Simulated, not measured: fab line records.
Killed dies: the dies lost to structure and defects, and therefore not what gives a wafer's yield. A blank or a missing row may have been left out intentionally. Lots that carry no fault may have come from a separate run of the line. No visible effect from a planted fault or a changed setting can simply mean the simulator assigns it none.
Code-filled problem report in 8D (eight disciplines) form || flow nand harc || the parts of the form that need people (team, actions taken, sign-off) are left out

== 1. THE ISSUE ==
At NHARC_P_STI_OCD_MEAS_17, trench depth nm averages 260.5 nm over 3 wafers from 3 lots, while fault-free wafers read 300.7 nm, standard deviation 2.9. Measured from the usual mean, that is -14 standard deviations.
The first sign was on wafer L355.4 at day 8 15:37, on ocd-02. The record holds 36 wafers of 12 lots with a number at this step. By rule, "out" or "out of limits" means more than 4 standard deviations away from the usual mean. Any other wafer with a number is counted as sound.

== 2. WHAT IT IS, WHAT IT ISN'T ==
{"question": "which readings at this step", "is": "trench depth nm", "is not": "-"}
{"question": "which lots", "is": "L355, L357, L358", "is not": "L341, L342, L344, L346, L347, L350, L361, L363, L364"}
{"question": "which wafers of those lots", "is": "L355.4, L357.1, L358.4", "is not": "L355.2, L355.5, L357.3, L357.6, L358.2, L358.3"}
{"question": "read on which gauges", "is": "ocd-01, ocd-02", "is not": "-"}
{"question": "when", "is": "from day 8 15:37", "is not": "up to then (20 sound wafers); but 13 sound wafers of L357, L358, L361, L363, L364 came after"}

== 3. THE SUSPECTS, EACH WITH WHAT RULES IT OUT ==
Counting: any tool at a process step up to the reading remains a suspect provided it ran every lot that is out. Sound lots after the first of them don't rule it out here, since some wafers of a struck lot are sound.
- ruled out: the gauge at NHARC_P_STI_OCD_MEAS_17. Those wafers that are out were read across 2 gauges (ocd-01, ocd-02).
- rie si-02 at NHARC_P_ZERO_WELL_ETCH_63 (etches the open film in HBr/Cl2, target depth 120 nm, time 40.1 s): kept. It processed each lot that is out (first: L355, day 7 17:44); up to then, its last sound lot is L350 (day 5 16:05).
- rie si-04 at NHARC_P_STI_ETCH_15 (etches the open film in HBr/Cl2, target depth 300 nm, time 100.1 s): kept. It processed each lot that is out (first: L355, day 8 15:23); up to then, its last sound lot is L350 (day 6 16:29). On those wafers its own readings are out: oes product au.
- At NHARC_P_STI_ETCH_15, inside rie si-04: chamber 3 took the wafers that are out, while their sound lot-mates went through chambers 0, 1, 2.
Remaining after the count are rie si-02 at NHARC_P_ZERO_WELL_ETCH_63 and rie si-04 at NHARC_P_STI_ETCH_15.

== 4. THE CAUSE (what the simulator had put in) ==
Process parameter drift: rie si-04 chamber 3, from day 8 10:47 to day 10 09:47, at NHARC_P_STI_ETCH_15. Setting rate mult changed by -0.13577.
Counting left 2 suspects, and this tool is among them.

== 5. THE EFFECT CHAIN, in route order ==
Each row: a reading whose mean over the struck wafers that have a number lies more than 3 standard deviations from the usual. Only readings whose record carries a usual standard deviation are examined. hours: median over the lots of the time between each lot's start at the first step of this table that gives one and its start at this step. sigmas: the change, counted in usual standard deviations.
{"hours": 0, "step": "NHARC_P_STI_ETCH_15", "reading": "oes product au", "usual": "0.999 a.u.", "on struck wafers": 0.917, "change": -0.082, "sigmas": -11}
{"hours": 0, "step": "NHARC_P_STI_OCD_MEAS_17", "reading": "trench depth nm", "usual": "300.7 nm", "on struck wafers": 260.5, "change": -40.2, "sigmas": -14}
{"hours": 0, "step": "NHARC_P_STI_OCD_MEAS_17", "reading": "trench foot cd nm", "usual": "157.6 nm", "on struck wafers": 164.1, "change": "+6.5", "sigmas": "+3.4"}
The process steps in it:
- NHARC_P_STI_ETCH_15: etches the open film in HBr/Cl2, target depth 300 nm, time 100.1 s.
Later measuring or inspecting steps at which every struck wafer that the step has a row for has a number for every such reading, and none has moved that far: NHARC_END_SORT_01.

== 6. WHAT WOULD HAVE CAUGHT IT SOONER ==
The first out-of-limits reading at a measuring or inspecting step in this record came at day 8 15:37, 5 hours after the fault's start at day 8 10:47.
At NHARC_P_STI_ETCH_15, the tool's own readings (oes product au) were out on each struck wafer the step has a row for, so an alarm limit on them would have fired on the first such wafer.
Of the lots that are out (3), L357, L358 began NHARC_P_STI_ETCH_15 on rie si-04 after day 8 15:37. A hold on the tool at that time would have spared those 2.
